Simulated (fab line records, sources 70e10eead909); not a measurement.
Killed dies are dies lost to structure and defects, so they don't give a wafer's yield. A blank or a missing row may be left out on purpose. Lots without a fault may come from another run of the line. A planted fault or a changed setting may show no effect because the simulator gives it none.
Chamber matching | flow nand_harc | NHARC_A_CONTACT_DEP_29 on pecvd-02: 3 sister chambers
The step deposits SiON, target thk 100 nm. 16 wafers are shown with their chamber, then 8 later ones without.

WAFERS WITH THEIR CHAMBER
wafer  | chamber | heater_power_w (W)
L076.1 | 2       | 828
L076.3 | 0       | 757
L076.6 | 1       | 853
L079.2 | 1       | 898
L079.3 | 2       | 809
L079.5 | 1       | 850
L087.1 | 0       | 843
L087.3 | 1       | 961
L087.4 | 2       | 895
L089.2 | 1       | 990
L089.3 | 2       | 862
L089.6 | 2       | 894
L092.2 | 1       | 945
L092.3 | 2       | 791
L092.5 | 1       | 952
L093.1 | 2       | 886

SIGNATURES (means of the wafers above)
reading        | chamber 0 | chamber 1 | chamber 2 | scatter within a chamber
heater_power_w | 800.00    | 921.29    | 852.14    | 50.2
Rule: a wafer's distance from a chamber is the root of the sum, over the readings, of the square of ((its reading less the chamber's mean) divided by the reading's scatter). The wafer belongs to the nearest chamber; if the next one is less than 2 further off, it can't be placed. The scatter: the root of (the sum of the squares of (reading less its chamber's mean) over the shown wafers, divided by (wafers less chambers)).

WAFERS WITHOUT THEIR CHAMBER
wafer  | heater_power_w (W)
L093.4 | 911
L093.5 | 894
L094.1 | 934
L094.3 | 924
L094.5 | 930
L096.1 | 892
L096.4 | 822
L096.5 | 905

WHICH CHAMBER EACH WENT THROUGH
wafer  | from the rows above          | in truth
L093.4 | can't be placed: 1 or 2      | 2
L093.5 | can't be placed: 1 or 2 or 0 | 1
L094.1 | can't be placed: 1 or 2      | 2
L094.3 | can't be placed: 1 or 2      | 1
L094.5 | can't be placed: 1 or 2      | 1
L096.1 | can't be placed: 1 or 2 or 0 | 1
L096.4 | can't be placed: 0 or 2 or 1 | 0
L096.5 | can't be placed: 1 or 2 or 0 | 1
Placed correctly: 0 of 8. Can't be placed from these rows: 8 (the true chamber is among the candidates in 8). Placed wrongly: 0.
